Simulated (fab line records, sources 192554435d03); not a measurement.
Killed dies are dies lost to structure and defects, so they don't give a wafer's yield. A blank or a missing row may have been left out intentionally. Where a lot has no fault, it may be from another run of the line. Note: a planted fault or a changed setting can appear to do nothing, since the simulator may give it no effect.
Which of the tools did it?    flow n5 finfet    29 wafers from 10 lots sampled at 6 of the route's 1938 steps

WHAT THE GAUGES READ, wafer by wafer
N5_BEOL_M4_RC_MEAS_101. Usual: DIBL_N 35.9 mV/V, standard deviation 2.5; DIBL_P 36.0 mV/V, standard deviation 3; IOFF_N 0.16 nA/um, standard deviation 0.047; IOFF_P 0.21 nA/um, standard deviation 0.047; ION_N 671 uA/um, standard deviation 14; ION_P 460 uA/um, standard deviation 8.8; SS_N 71.5 mV/dec, standard deviation 0.73; SS_P 73.2 mV/dec, standard deviation 0.91; VT_N 250 mV, standard deviation 4.3; VT_P -251 mV, standard deviation 3.6.
lot   measured      on         DIBL_N (mV/V)   DIBL_P (mV/V)   IOFF_N (nA/um)  IOFF_P (nA/um)  ION_N (uA/um)  ION_P (uA/um)  SS_N (mV/dec)   SS_P (mV/dec)   VT_N (mV)    VT_P (mV)       flag
L768  day 7 18:34   prober-02  34.8 37.7 34.1  34.4 37.2 33.6  0.14 0.20 0.14  0.19 0.22 0.17  662 679 653    453 465 444    71.0 72.4 70.5  73.3 73.2 72.7  250 245 249  -254 -251 -256  
L769  day 7 22:47   prober-01  35.4 32.2 35.9  36.4 32.9 37.2  0.15 0.11 0.16  0.18 0.16 0.20  667 653 682    451 451 467    71.5 70.5 71.4  73.3 72.3 73.0  253 252 250  -254 -254 -254  
L770  day 8 14:56   prober-02  39.5 36.4 35.5  41.7 37.2 36.5  0.27 0.17 0.18  0.31 0.23 0.23  692 671 690    472 465 472    72.5 72.1 71.3  74.9 73.7 74.1  240 247 243  -245 -248 -249  
L776  day 10 01:07  prober-01  37.0 36.8 38.2  35.8 35.4 36.5  0.16 0.15 0.17  0.21 0.19 0.21  681 667 674    465 454 457    71.8 71.2 72.0  74.2 73.2 73.9  251 251 247  -250 -254 -252  
L778  day 10 09:12  prober-02  36.7 36.6       38.3 38.3       0.19 0.19       0.26 0.27       684 678        480 471        71.8 71.6       73.1 73.5       246 247      -247 -248       
L782  day 11 03:08  prober-02  37.2 36.7 33.2  37.0 37.9 33.6  0.18 0.17 0.12  0.18 0.22 0.15  670 678 664    450 458 462    71.4 71.9 70.7  72.8 74.4 72.6  248 247 253  -253 -252 -255  
L786  day 12 10:28  prober-02  39.7 38.5 34.5  41.2 39.9 35.4  0.27 0.25 0.15  0.32 0.29 0.23  703 690 681    470 471 467    73.1 72.2 71.6  74.6 75.1 73.0  241 244 248  -245 -245 -249  
L789  day 13 03:22  prober-01  35.8 38.1 35.3  35.4 37.6 34.9  0.17 0.18 0.15  0.22 0.23 0.22  684 678 655    471 467 456    71.1 72.0 71.4  73.1 73.7 73.0  249 250 251  -247 -249 -249  
L790  day 13 12:14  prober-02  35.0 34.7 32.9  35.1 34.8 32.7  0.13 0.15 0.10  0.19 0.19 0.16  655 681 656    452 468 455    71.1 71.2 71.0  72.8 73.5 72.0  255 251 259  -252 -250 -254  
L791  day 13 12:32  prober-01  35.2 39.7 33.6  33.5 39.0 33.2  0.12 0.20 0.11  0.16 0.25 0.16  668 673 664    458 457 462    71.1 73.0 70.8  73.0 74.5 72.2  254 249 253  -252 -250 -254  

N5_PASSIVATION_INSPECT_57: inspects for defects (macro). Usual: raw defect count 1.9, standard deviation 1.3.
lot   measured      on                 raw defect count  flag
L768  day 12 00:49  defect inspect-02  2 1 1             
L769  day 12 12:22  defect inspect-02  2 3 4             
L770  day 12 13:52  defect inspect-02  0 3 4             
L776  day 14 02:28  defect inspect-01  3 1               
L778  day 14 18:19  defect inspect-02  3                 
L782  day 15 18:39  defect inspect-02  4 4               
L786  day 16 14:40  defect inspect-01  0 2 1             
L789  day 17 08:17  defect inspect-02  2 1 3             
L790  day 17 22:10  defect inspect-02  1 3 3             
L791  day 18 00:08  defect inspect-01  2 1 1             

TOOL THAT RAN EACH LOT (tool first, then ch and the chambers of the sampled wafers, then the start)
lot   N5_PASSIVATION_PECVD_35          N5_PASSIVATION_DESCUM_46            N5_PASSIVATION_ETCH_54              N5_PASSIVATION_PROBE_49
L768  pecvd-02 ch 0,1, day 11 20:46    rie diel-06 ch 1,3, day 11 21:25    rie diel-06 ch 1,3, day 11 21:40    prober-02, day 12 00:34
L769  pecvd-02 ch 0,2, day 12 08:17    rie diel-02 ch 0,2,3, day 12 08:59  rie diel-02 ch 0,2,3, day 12 09:14  prober-01, day 12 12:01
L770  pecvd-02 ch 0,2, day 12 09:45    rie diel-06 ch 0,1, day 12 10:26    rie diel-06 ch 0,1, day 12 10:41    prober-01, day 12 13:34
L776  pecvd-01 ch 0,1,2, day 13 22:32  rie diel-06 ch 1,2,3, day 13 23:04  rie diel-06 ch 1,2,3, day 13 23:20  prober-01, day 14 02:10
L778  pecvd-03 ch 0,2, day 14 14:16    rie diel-06 ch 0,3, day 14 14:54    rie diel-06 ch 0,3, day 14 15:10    prober-02, day 14 17:57
L782  pecvd-01 ch 0,2, day 15 14:36    rie diel-06 ch 0,2, day 15 15:14    rie diel-06 ch 0,2, day 15 15:31    prober-01, day 15 18:17
L786  pecvd-02 ch 0,1, day 16 10:36    rie diel-03 ch 0,2,3, day 16 11:15  rie diel-03 ch 0,2,3, day 16 11:31  prober-02, day 16 14:21
L789  pecvd-02 ch 0,1,2, day 17 04:14  rie diel-03 ch 0,1,3, day 17 04:53  rie diel-03 ch 0,1,3, day 17 05:08  prober-02, day 17 07:55
L790  pecvd-02 ch 0,1,2, day 17 18:14  rie diel-02 ch 2,3, day 17 18:46    rie diel-02 ch 2,3, day 17 19:02    prober-02, day 17 21:49
L791  pecvd-03 ch 0,1,2, day 17 19:02  rie diel-03 ch 0,3, day 17 19:43    rie diel-03 ch 0,3, day 17 19:58    prober-01, day 17 23:50
- N5_PASSIVATION_PECVD_35: deposits SiNx from SiH4/NH3/N2, target thk 700 nm, time 151.3 s.
- N5_PASSIVATION_DESCUM_46: chemistry O2, time 7.9 s.
- N5_PASSIVATION_ETCH_54: etches SiO2 in CHF3/O2, target depth 880 nm, time 440 s.
- N5_PASSIVATION_PROBE_49

AS READ BY THE TOOLS THEMSELVES (means over the sampled wafers that have a number; for cases with no such wafer, the mark the record gives instead)
N5_PASSIVATION_PECVD_35. Usual: heater power w 367 W, standard deviation 100; showerhead plenum p Torr 8.66 Torr, standard deviation 0.073; throttle valve pct 29.6 %, standard deviation 1.7.
lot   tool      heater power w (W)  showerhead plenum p Torr (Torr)  throttle valve pct (%)  flag
L768  pecvd-02  427                 8.65                             30.4                    
L769  pecvd-02  307                 8.59                             28.2                    
L770  pecvd-02  347                 8.58                             28.2                    
L776  pecvd-01  399                 8.77                             30.7                    
L778  pecvd-03  400                 8.65                             28.4                    
L782  pecvd-01  410                 8.81                             31.6                    
L786  pecvd-02  453                 8.64                             30.6                    
L789  pecvd-02  394                 8.61                             29.6                    
L790  pecvd-02  413                 8.60                             29.5                    
L791  pecvd-03  355                 8.69                             29.7                    

N5_PASSIVATION_DESCUM_46. Usual: chamber pressure mTorr 20.001 mTorr, standard deviation 0.019; drypump motor current A 5.6 A, standard deviation 0.3; oes product au 0.80 a.u., standard deviation 0.074; rf vpp V 242.9 V, standard deviation 1.2; showerhead plenum p Torr 2.07 Torr, standard deviation 0.066; throttle valve pct 20.34 %, standard deviation 0.25.
lot   tool         chamber pressure mTorr (mTorr)  drypump motor current A (A)  oes product au (a.u.)  rf vpp V (V)  showerhead plenum p Torr (Torr)  throttle valve pct (%)  flag
L768  rie diel-06  19.977                          5.6                          0.79                   242.7         2.07                             20.47                   
L769  rie diel-02  20.010                          5.7                          0.75                   241.9         2.01                             20.51                   
L770  rie diel-06  19.993                          5.8                          0.82                   241.4         2.06                             20.26                   
L776  rie diel-06  20.003                          5.6                          0.85                   243.6         2.15                             20.34                   
L778  rie diel-06  20.007                          6.0                          0.86                   243.8         2.13                             20.25                   
L782  rie diel-06  20.008                          5.7                          0.78                   242.5         2.07                             20.36                   
L786  rie diel-03  19.996                          5.6                          0.79                   243.9         2.08                             20.17                   
L789  rie diel-03  20.015                          5.4                          0.75                   242.2         2.06                             20.29                   
L790  rie diel-02  19.992                          5.7                          0.83                   241.6         2.02                             20.31                   
L791  rie diel-03  20.007                          5.4                          0.78                   243.7         2.09                             20.11                   

N5_PASSIVATION_ETCH_54. Usual: chamber pressure mTorr 30.003 mTorr, standard deviation 0.024; drypump motor current A 5.6 A, standard deviation 0.31; oes product au 0.81 a.u., standard deviation 0.072; rf vpp V 523 V, standard deviation 13; showerhead plenum p Torr 2.39 Torr, standard deviation 0.076; throttle valve pct 18.72 %, standard deviation 0.24.
lot   tool         chamber pressure mTorr (mTorr)  drypump motor current A (A)  oes product au (a.u.)  rf vpp V (V)  showerhead plenum p Torr (Torr)  throttle valve pct (%)  flag
L768  rie diel-06  29.973                          5.6                          0.79                   514           2.39                             18.82                   
L769  rie diel-02  30.034                          5.7                          0.75                   513           2.32                             18.90                   
L770  rie diel-06  29.993                          5.8                          0.84                   523           2.36                             18.60                   
L776  rie diel-06  30.015                          5.6                          0.85                   514           2.47                             18.71                   
L778  rie diel-06  29.998                          6.0                          0.85                   518           2.43                             18.56                   
L782  rie diel-06  30.000                          5.7                          0.77                   515           2.38                             18.75                   
L786  rie diel-03  29.979                          5.6                          0.79                   528           2.42                             18.65                   
L789  rie diel-03  29.980                          5.4                          0.76                   527           2.36                             18.65                   
L790  rie diel-02  30.005                          5.7                          0.84                   519           2.33                             18.64                   
L791  rie diel-03  30.019                          5.4                          0.78                   524           2.42                             18.56                   

N5_PASSIVATION_PROBE_49. Usual: defect limited yield 91.4 %, standard deviation 1.4; killed_at_M0_to_M3 34, standard deviation 8.9; killed_at_M4_up 13, standard deviation 4.6; killed at contacts 12, standard deviation 5.5; killed at front end 41, standard deviation 11; killed at other 3.1, standard deviation 2.9; killed dies 102, standard deviation 16; killed on rim 13, standard deviation 4.2; killed open 66, standard deviation 11; killed short 34, standard deviation 7.6; sort_bin_5_function 5.1 %, standard deviation 0.89; sort_bin_6_memory 3.2 %, standard deviation 0.61; sort_bin_8_speed 0.02 %, standard deviation 0.12; sort n pass 1078, standard deviation 16.
lot   tool       defect limited yield (%)  killed_at_M0_to_M3  killed_at_M4_up  killed at contacts  killed at front end  killed at other  killed dies  killed on rim  killed open  killed short  sort_bin_5_function (%)  sort_bin_6_memory (%)  sort_bin_8_speed (%)  sort n pass  flag
L768  prober-02  90.8                      39                  7                12                  46                   5.0              109          13             67           40            5.3                      3.5                    0.00                  1071         
L769  prober-01  90.8                      32                  10               9                   55                   2.3              108          12             69           37            5.9                      3.1                    0.00                  1072         
L770  prober-01  91.7                      34                  13               9                   41                   1.7              98           14             67           27            4.7                      3.1                    0.00                  1082         
L776  prober-01  60.3                      26                  14               25                  43                   359.3            468          59             74           35            35.6                     3.7                    0.00                  712          OFF
L778  prober-02  46.9                      26                  20               11                  28                   542.0            626          80             56           30            50.4                     2.5                    0.00                  554          OFF
L782  prober-01  61.1                      26                  10               13                  39                   372.0            459          58             61           31            35.3                     3.3                    0.00                  721          OFF
L786  prober-02  91.9                      33                  12               9                   39                   2.3              95           12             66           29            4.7                      3.1                    0.00                  1085         
L789  prober-02  91.2                      38                  14               11                  37                   3.7              103          14             65           36            5.1                      3.2                    0.00                  1077         
L790  prober-02  90.7                      51                  6                12                  40                   1.0              109          12             75           34            5.3                      3.6                    0.00                  1071         
L791  prober-01  92.2                      33                  16               7                   34                   1.7              92           15             54           37            4.3                      3.1                    0.06                  1088         

THE ANSWER, worked out from the rows above alone
Rule: take the mean of a lot's wafers that have a number; if it is more than 3 standard deviations from the usual mean, the lot is off. Also off: a lot with no number at a reading for which 4 or more lots have one. Where the step has rows for the other lots, those lots are counted as sound. The gauges are gone through in route order, then the tools' own readings, and for those a lot's mean is taken as printed above. The first step at which some lot is off is used, and at that step the reading that is off furthest; a lot without a number counts as furthest.
Off at N5_PASSIVATION_PROBE_49 (killed at other): L776, L778, L782.
If a tool, at that step or one of the process steps before it, ran each lot that is off and ran no sound lot following the first of them, it fits. One fits: rie diel-06 at N5_PASSIVATION_DESCUM_46 and N5_PASSIVATION_ETCH_54. At N5_PASSIVATION_DESCUM_46 its last sound lot is L770 (day 12 10:26), its first lot that is off L776 (day 13 23:04): a fault that began between those two fits.

WHAT HAD BEEN PUT IN BY THE SIMULATOR
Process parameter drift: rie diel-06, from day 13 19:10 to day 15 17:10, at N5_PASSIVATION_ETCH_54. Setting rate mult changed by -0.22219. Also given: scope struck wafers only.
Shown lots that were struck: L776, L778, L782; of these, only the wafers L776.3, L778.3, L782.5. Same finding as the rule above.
